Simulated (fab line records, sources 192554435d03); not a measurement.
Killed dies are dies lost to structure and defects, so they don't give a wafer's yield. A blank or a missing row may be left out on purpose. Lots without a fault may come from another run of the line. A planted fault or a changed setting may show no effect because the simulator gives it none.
Problem report in the 8D (eight disciplines) form, filled by code | flow n5_finfet | the parts of the form that need people (team, actions taken, sign-off) are left out

1. THE PROBLEM
killed_at_M4_up at N5_PASSIVATION_PROBE_49 reads a mean of 233 on 9 wafers of 3 lots; wafers without a fault read 13 with a standard deviation of 5.5. That is +40 standard deviations from the usual mean.
First seen on wafer L785.2, day 16 10:05, on prober-02. The record holds 18 wafers of 6 lots with a number at this step. Rule for "out", or "out of limits": more than 4 standard deviations from the usual mean. The other wafers with a number count as sound.

2. WHAT IT IS AND WHAT IT IS NOT
question                    | is                                                                                                                                     | is not
which readings at this step | killed_at_M4_up, defect_limited_yield, killed_dies, killed_on_rim, sort_bin_5_function, sort_bin_6_memory, sort_n_pass, sort_yield_pct | killed_at_M0_to_M3, killed_at_contacts, killed_at_front_end, killed_short
which lots                  | L784, L785, L786                                                                                                                       | L767, L771, L780
which wafers of those lots  | all that have a number                                                                                                                 | -
read on which tools         | prober-01, prober-02                                                                                                                   | -
when                        | from day 16 10:05                                                                                                                      | up to then (9 sound wafers)

3. SUSPECTS, AND WHAT RULES EACH OUT
Counting: a tool at a process step up to the reading stays a suspect if it ran every lot that is out and no sound lot after the first of them.
- ecd_cu-02 at N5_BEOL_M10_ECD_50 (material Cu, target thk 318 nm): kept. It ran every lot that is out, first L785 (day 14 16:20), and no sound lot after that; its last sound lot up to then is L780 (day 13 14:10).
Left after counting: ecd_cu-02 at N5_BEOL_M10_ECD_50.

4. THE CAUSE (what the simulator had put in)
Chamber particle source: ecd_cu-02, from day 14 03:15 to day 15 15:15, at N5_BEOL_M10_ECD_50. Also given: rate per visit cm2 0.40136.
Counting left only this tool.

5. THE CHAIN OF EFFECTS, in route order
Each row: a reading whose mean over the struck wafers that have a number lies more than 3 standard deviations from the usual. Only readings for which the record gives a usual standard deviation are gone through. hours: the time from each lot's start at the first step in this table that gives one to its start at this step, as a median over the lots. sigmas: the change in usual standard deviations.
hours | step                    | reading              | usual  | on struck wafers | change | sigmas
0     | N5_PASSIVATION_PROBE_49 | defect_limited_yield | 91.4 % | 73.9             | -17.5  | -12
0     | N5_PASSIVATION_PROBE_49 | killed_at_M4_up      | 13     | 233              | +220   | +40
0     | N5_PASSIVATION_PROBE_49 | killed_dies          | 101    | 308              | +207   | +12
0     | N5_PASSIVATION_PROBE_49 | killed_on_rim        | 13     | 39               | +26    | +6.5
0     | N5_PASSIVATION_PROBE_49 | sort_bin_5_function  | 5.1 %  | 15.7             | +10.6  | +11
0     | N5_PASSIVATION_PROBE_49 | sort_bin_6_memory    | 3.2 %  | 9.1              | +5.9   | +8.7
0     | N5_PASSIVATION_PROBE_49 | sort_n_pass          | 1079   | 872              | -207   | -12
0     | N5_PASSIVATION_PROBE_49 | sort_yield_pct       | 91.4 % | 73.9             | -17.5  | -12
The process steps in it:
- N5_PASSIVATION_PROBE_49

6. WHAT WOULD HAVE CAUGHT IT SOONER
In this record the first reading out of limits was taken at day 16 10:05, 55 hours after the fault began at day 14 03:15.
All the lots that are out (3) had begun N5_BEOL_M10_ECD_50 on ecd_cu-02 by day 16 10:05. A hold on the tool at that time would have spared none of them.
